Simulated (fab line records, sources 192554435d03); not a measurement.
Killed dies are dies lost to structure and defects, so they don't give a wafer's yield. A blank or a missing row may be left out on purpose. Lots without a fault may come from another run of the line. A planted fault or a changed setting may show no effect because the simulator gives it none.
Split-lot experiment | flow n5_finfet | 7 lots, 21 wafers read, on a route of 1938 steps

THE SPLIT
At N5_BEOL_M4_TRENCH_ETCH_37 (etches SiOC in C4F6/O2, target depth 55.555 nm, time 29.2 s), the setting bias_w was moved away from the recipe's 185 W on 10 of the 21 wafers read, by -10.9% to +11.9%. The other wafers ran this setting at the recipe's value.

FROM THE SPLIT TO THE READING: what the file shows between them, 2 steps
- N5_BEOL_M4_ETCH_41: etches SiCN in CH3F/O2, target depth 29.9 nm, time 52.5 s
- N5_BEOL_M4_STRIP_97: strips in N2/H2, time 10 s

THE READING
trench_depth_nm, in nm, at N5_BEOL_M4_OCD_MEAS_38. Fault-free wafers of this fab line usually give 55.2 nm, standard deviation 0.72 nm.

wafer  | tool, chamber at the split | bias_w as run, W | against the recipe | trench_depth_nm, nm | against lot-mates on the recipe
L074.2 | rie_diel-06, 2             | 164.8            | -10.9%             | 52.9                | -2.3
L074.3 | rie_diel-06, 3             | 185              | recipe             | 55.2                | -
L074.4 | rie_diel-06, 0             | 164.8            | -10.9%             | 52.9                | -2.3
L076.1 | rie_diel-01, 3             | 185              | recipe             | 54.5                | -
L076.2 | rie_diel-01, 2             | 167.3            | -9.6%              | 54.1                | -0.4
L076.4 | rie_diel-01, 0             | 167.3            | -9.6%              | 51.8                | -2.7
L081.1 | rie_diel-02, 2             | 185              | recipe             | 55.1                | -
L081.2 | rie_diel-02, 3             | 185              | recipe             | 55.5                | -
L081.4 | rie_diel-02, 1             | 185              | recipe             | 55.7                | -
L083.3 | rie_diel-01, 3             | 194.7            | +5.2%              | 56.3                | +2.1
L083.4 | rie_diel-01, 1             | 185              | recipe             | 54.2                | -
L083.6 | rie_diel-01, 3             | 194.7            | +5.2%              | 56.0                | +1.8
L086.2 | rie_diel-06, 0             | 202.2            | +9.3%              | 56.7                | +1.8
L086.4 | rie_diel-06, 1             | 185              | recipe             | 54.9                | -
L086.5 | rie_diel-06, 0             | 185              | recipe             | 54.9                | -
L088.1 | rie_diel-02, 0             | 207.1            | +11.9%             | 57.9                | +2.1
L088.3 | rie_diel-02, 2             | 207.1            | +11.9%             | 58.6                | +2.8
L088.4 | rie_diel-02, 3             | 185              | recipe             | 55.8                | -
L090.2 | rie_diel-01, 2             | 185              | recipe             | 55.0                | -
L090.3 | rie_diel-01, 3             | 185              | recipe             | 55.3                | -
L090.5 | rie_diel-01, 2             | 205              | +10.8%             | 56.9                | +1.8

THE FIT
A straight line over all 21 wafers: trench_depth_nm changes by +0.217 nm for each +1% of bias_w; r = +0.94; the points scatter about the line by 0.58 nm.
The same after taking each lot's own level away (the mean of its wafers on the recipe; 21 wafers): +0.2 nm for each +1%; r = +0.94; scatter 0.52 nm.
On that fit, the largest move of bias_w shifts the reading by 2.4 nm.
The lots' own levels span 54.20 to 55.80 nm, that is 2.2 times the standard deviation above.
So the lot-to-lot level changes the slope little: the two slopes agree.
Check: with one of the wafers moved furthest among these (+11.9%) left out of the fit, the line predicts +2.57 nm for it against its lot-mates. It came out at +2.1 nm against them.
Tool readings at the split's step, against how far the setting was moved: rf_vpp_V r = +0.99.

OTHER SPLITS ON THESE WAFERS
These wafers also went through other splits before the reading. Each is held against what the fit with the lots' levels taken away leaves over:
other split on the same wafers | wafers away from the commonest value | r with trench_depth_nm (lot level and that fit taken away)
N5_BEOL_M3_ETCH_64 time_s      | 1                                    | +0.40
N5_BEOL_M4_COAT_62 spin_rpm    | 7                                    | +0.11
N5_BEOL_M4_DESCUM_16 time_s    | 5                                    | -0.27
N5_BEOL_M4_ETCH_70 bias_w      | 6                                    | +0.29

THE WHOLE CHAIN: every reading that the file lists as answering this split, in the file's order
step                      | what it does                                                | reading                                                                   | change (the file's fit)               | r (the file's)
N5_BEOL_M4_TRENCH_ETCH_37 | etches SiOC in C4F6/O2, target depth 55.555 nm, time 29.2 s | rf_vpp_V                                                                  | +5.69 V for each +1% of the setting   | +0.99
N5_BEOL_M4_TRENCH_ETCH_37 | etches SiOC in C4F6/O2, target depth 55.555 nm, time 29.2 s | etch.depth_nm (the simulator's own value, which no gauge read)            | +0.212 nm for each +1% of the setting | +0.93
N5_BEOL_M4_TRENCH_ETCH_37 | etches SiOC in C4F6/O2, target depth 55.555 nm, time 29.2 s | BEOL_M4.feature_depth_nm (the simulator's own value, which no gauge read) | +0.208 nm for each +1% of the setting | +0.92
N5_BEOL_M4_OCD_MEAS_38    |                                                             | trench_depth_nm                                                           | +0.198 nm for each +1% of the setting | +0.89

THE FILE'S OWN FIT
trench_depth_nm changes by +0.198 nm for each +1% of bias_w, r = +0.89.
